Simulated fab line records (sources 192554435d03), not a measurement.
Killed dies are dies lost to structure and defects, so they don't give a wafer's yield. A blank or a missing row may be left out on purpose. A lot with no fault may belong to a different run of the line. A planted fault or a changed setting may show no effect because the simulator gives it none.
Matching of chambers | flow n5Finfet | N5_MOL_CONTACT_COAG_CO_FILL_22 on cvdCo-01 has 3 sister chambers
The step material Co, precursor CCTBA/H2, target thk 20 nm. 39 wafers are shown with their chamber, then 12 later ones without.

## WAFERS WITH THEIR CHAMBER
wafer  | chamber | heaterPowerW (W) | heaterPowerOuterW (W) | chamberPressureTorr (Torr)
L075.2 | 0       | 225              | 127                   | 30.13
L075.4 | 1       | 223              | 116                   | 30.06
L075.5 | 2       | 258              | 128                   | 29.98
L076.1 | 2       | 253              | 133                   | 29.90
L076.4 | 2       | 250              | 132                   | 30.00
L076.5 | 1       | 230              | 117                   | 30.08
L078.1 | 0       | 217              | 130                   | 30.03
L078.2 | 1       | 221              | 114                   | 29.99
L078.5 | 2       | 251              | 136                   | 30.06
L079.2 | 2       | 247              | 128                   | 29.95
L079.3 | 0       | 224              | 131                   | 30.01
L079.6 | 2       | 247              | 131                   | 30.05
L080.2 | 0       | 224              | 134                   | 30.08
L080.3 | 1       | 223              | 116                   | 29.97
L080.5 | 1       | 218              | 113                   | 30.13
L081.1 | 2       | 250              | 128                   | 30.01
L081.3 | 1       | 218              | 118                   | 30.10
L081.6 | 1       | 219              | 119                   | 30.04
L082.3 | 0       | 220              | 129                   | 30.01
L082.5 | 0       | 225              | 130                   | 29.89
L082.6 | 2       | 250              | 129                   | 30.08
L083.1 | 1       | 221              | 117                   | 30.03
L083.2 | 0       | 225              | 128                   | 30.06
L083.6 | 0       | 235              | 130                   | 30.01
L084.1 | 0       | 228              | 132                   | 29.91
L084.4 | 0       | 226              | 125                   | 29.96
L084.5 | 2       | 258              | 129                   | 30.02
L086.3 | 0       | 229              | 130                   | 29.96
L086.4 | 0       | 222              | 131                   | 29.90
L086.5 | 1       | 216              | 113                   | 29.98
L087.2 | 2       | 253              | 136                   | 30.03
L087.3 | 0       | 233              | 128                   | 29.93
L087.5 | 1       | 220              | 112                   | 30.02
L090.2 | 2       | 252              | 133                   | 30.04
L090.3 | 0       | 228              | 132                   | 29.96
L090.4 | 2       | 257              | 127                   | 30.04
L092.1 | 1       | 221              | 116                   | 30.07
L092.2 | 2       | 254              | 130                   | 30.09
L092.3 | 0       | 225              | 130                   | 30.12

SIGNATURES, as means of the wafers listed above
reading             | chamber 0 | chamber 1 | chamber 2 | scatter within a chamber
heaterPowerW        | 225.73    | 220.91    | 252.31    | 4.06
heaterPowerOuterW   | 129.80    | 115.55    | 130.77    | 2.52
chamberPressureTorr | 29.9973   | 30.0427   | 30.0192   | 0.0627
Rule: a wafer's distance from a chamber is the root of the sum, over the readings, of the square of ((its reading less the chamber's mean) divided by the reading's scatter). The wafer belongs to the nearest chamber; if the next one is less than 2 further off, it can't be placed. The scatter is the square root of a quotient: the sum, over the shown wafers, of each reading's squared deviation from its chamber's mean, divided by wafers minus chambers.

## WAFERS WHOSE CHAMBER IS MISSING
wafer  | heaterPowerW (W) | heaterPowerOuterW (W) | chamberPressureTorr (Torr)
L093.1 | 252              | 129                   | 29.98
L093.3 | 222              | 111                   | 30.02
L093.5 | 223              | 112                   | 30.01
L094.1 | 217              | 115                   | 29.98
L094.4 | 219              | 116                   | 29.91
L094.5 | 227              | 129                   | 30.07
L096.1 | 248              | 134                   | 29.87
L096.3 | 221              | 129                   | 30.04
L096.4 | 217              | 115                   | 30.06
L097.3 | 225              | 131                   | 30.09
L097.5 | 222              | 117                   | 29.99
L097.6 | 248              | 127                   | 30.08

## CHAMBER TAKEN BY EACH
wafer  | from the rows above | in truth
L093.1 | 2                   | 2
L093.3 | 1                   | 1
L093.5 | 1                   | 1
L094.1 | 1                   | 1
L094.4 | 1                   | 1
L094.5 | 0                   | 0
L096.1 | 2                   | 2
L096.3 | 0                   | 0
L096.4 | 1                   | 1
L097.3 | 0                   | 0
L097.5 | 1                   | 1
L097.6 | 2                   | 2
Placed correctly: 12 of 12. Not placeable from these rows: 0. 0 placed wrongly.
